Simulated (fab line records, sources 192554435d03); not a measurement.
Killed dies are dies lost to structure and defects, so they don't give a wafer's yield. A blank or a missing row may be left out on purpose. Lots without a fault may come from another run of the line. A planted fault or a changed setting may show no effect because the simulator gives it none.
A struck lot beside a sound one | flow n5_finfet | 28 steps out of a route of 1938
Sound: wafers L332.3, L332.4, L332.6. Struck: wafers L320.1, L320.2. (L320.6 of the same lot was not struck and is left out.) The cause comes at the end.
At each step with rows: each side's tool, then ch and its chambers, then its first start. Under that, the readings that differ: sound wafers | struck wafers | difference of the means | sigmas: that difference in standard deviations of wafers without a fault.
alike: readings whose means differ by less than 2 such deviations, and words and numbers that are the same on both sides. not compared: withheld readings, readings that some wafer has no value for, bounds like >300 that may hide the same value, and numbers for which the record gives no deviation and whose values overlap.
The two part at a step that has a row with sigmas, a row that says differs or no value, or rows on one side only. Numbers that don't overlap but have no deviation are shown without sigmas and don't part them. A reading that every wafer of one side lacks parts them only if that side has two wafers or more.

first, 8 steps without rows for these wafers: N5_MOL_CONTACT_COAG_ANNEAL_112 (time 1800 s); N5_BEOL_M0_SAQP_PECVD_00 (deposits SiCN from 3MS/NH3, target thk 8 nm, time 14 s); N5_BEOL_M0_SAQP_ILD_DEP_01 (deposits SiOC from DEMS/O2, target thk 45.419 nm, time 8.7 s); N5_BEOL_M0_SAQP_HM_DEP_02 (deposits TiN, target thk 12 nm); N5_BEOL_M0_SAQP_PECVD_03 (deposits SiCN from 3MS/NH3, target thk 12 nm, time 21.1 s); N5_BEOL_M0_SAQP_PECVD_96 (deposits a-Si from SiH4/He, target thk 45 nm, time 45.2 s); N5_BEOL_M0_SAQP_PECVD_97 (deposits SiNx from SiH4/NH3/N2, target thk 23 nm, time 19.9 s); N5_BEOL_M0_SAQP_PECVD_04 (deposits a-Si from SiH4/He, target thk 60 nm, time 60.2 s).
N5_BEOL_M0_SAQP_HM_DEP_111: deposits SiO2 from SiH4/N2O, target thk 12 nm, time 7.2 s.
  sound on pecvd-04 ch 0,1, day 11 01:47; struck on pecvd-03 ch 0,1, day 8 05:20
  reading                                           | sound             | struck | difference                    | sigmas
  rf_fwd_power_W (W)                                | 271.0 270.8 273.1 | - -    | no value on the struck wafers |
  model.SiO2_of_BEOL_M0_SAQP_HM_DEP_111.thk_nm (nm) | 12 12 12          | 9 9    | -3                            |
  alike: heater_power_outer_w, heater_power_w, showerhead_plenum_p_Torr
then, 12 steps without rows for these wafers: N5_BEOL_M0_SAQP_COAT_81 (time 60 s, resist thk 100 nm); N5_BEOL_M0_SAQP_COAT_82 (time 60 s, resist thk 30 nm); N5_BEOL_M0_SAQP_COAT_08 (resist thk 90 nm); N5_BEOL_M0_SAQP_EBR_10; N5_BEOL_M0_SAQP_SOFTBAKE_09 (time 60 s); N5_BEOL_M0_SAQP_EXPOSE_11 (exposes mask M0 CORE, target cd 42 nm); N5_BEOL_M0_SAQP_PEB_12 (peb time 60 s); N5_BEOL_M0_SAQP_DEVELOP_13 (develop time 30 s); N5_BEOL_M0_SAQP_DESCUM_19 (chemistry O2, time 7.9 s); N5_BEOL_M0_SAQP_ETCH_83 (etches SiARC in CF4, target depth 39 nm, time 65 s); N5_BEOL_M0_SAQP_ETCH_84 (etches SOC in N2/H2, target depth 100 nm, overetch 20 nm, time 150 s); N5_BEOL_M0_SAQP_STRIP_80 (strips in N2/H2).
N5_BEOL_M0_SAQP_HM_OPEN_112: chemistry CHF3/O2, target SiO2, stops on a-Si, target depth 12 nm, time 13.5 s.
  sound on rie_diel-02 ch 0,2, day 11 02:36; struck on rie_diel-04 ch 1,3, day 8 06:20
  reading                  | sound             | struck      | difference | sigmas
  oes_product_au (a.u.)    | 0.61 0.49 0.61    | 0.50 0.39   | -0.12      | -2
  model.etch.depth_nm (nm) | 11.93 12.06 12.02 | 8.953 8.904 | -3.075     |
  alike: drypump_motor_current_A, mfc_ar_sccm, oes_f_703_au, oes_o_777_au, rf_fwd_power_W, rf_vpp_V, showerhead_plenum_p_Torr, throttle_valve_pct
  not compared: rf_hours_counter_h
then, 3 steps without rows for these wafers: N5_BEOL_M0_SAQP_STRIP_113 (strips in CHF3/O2); N5_BEOL_M0_SAQP_MANDREL_ETCH_20 (etches a-Si in HBr/Cl2, stops on SiNx, target depth 60 nm, bt time 10 s, time 30 s); N5_BEOL_M0_SAQP_STRIP_86 (strips in N2/H2).
N5_BEOL_M0_SAQP_STRIP_115: strips in post etch residue remover, time 60 s.
  sound on wet_bench-06 ch 0,5,7, day 11 02:52; struck on wet_bench-06 ch 2,5, day 8 06:39
  reading                                           | sound      | struck  | difference | sigmas
  model.SiO2_of_BEOL_M0_SAQP_HM_DEP_111.thk_nm (nm) | 11.8 12 12 | 8.8 8.8 | -3.1       |
then, 1 step without rows for these wafers: N5_BEOL_M0_SAQP_SRD_93 (time 30 s).
-- the record jumps here: 3 days lie between the struck wafers' starts before and after (it left off in module BEOL_M0_SAQP and takes up again in module BEOL_M4, whose first step shown is number 1111 of the route) --
N5_BEOL_M4_RC_MEAS_101:
  sound on prober-02 ch 0, day 14 08:02; struck on prober-02 ch 0, day 11 04:00
  reading        | sound          | struck    | difference | sigmas
  IOFF_N (nA/um) | 0.13 0.13 0.16 | 0.25 0.18 | +0.07      | +2
  ION_N (uA/um)  | 652 677 671    | 696 693   | +28        | +2
  alike: DIBL_N, DIBL_P, IOFF_P, ION_P, SS_N, SS_P, VT_N, VT_P

WHERE THEY PART
First at N5_BEOL_M0_SAQP_HM_DEP_111; last, within this record, at N5_BEOL_M4_RC_MEAS_101.

WHY: what the simulator had put in
Process parameter drift: pecvd-03, from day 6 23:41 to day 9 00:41, at N5_BEOL_M0_SAQP_HM_DEP_111. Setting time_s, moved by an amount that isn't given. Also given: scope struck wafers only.
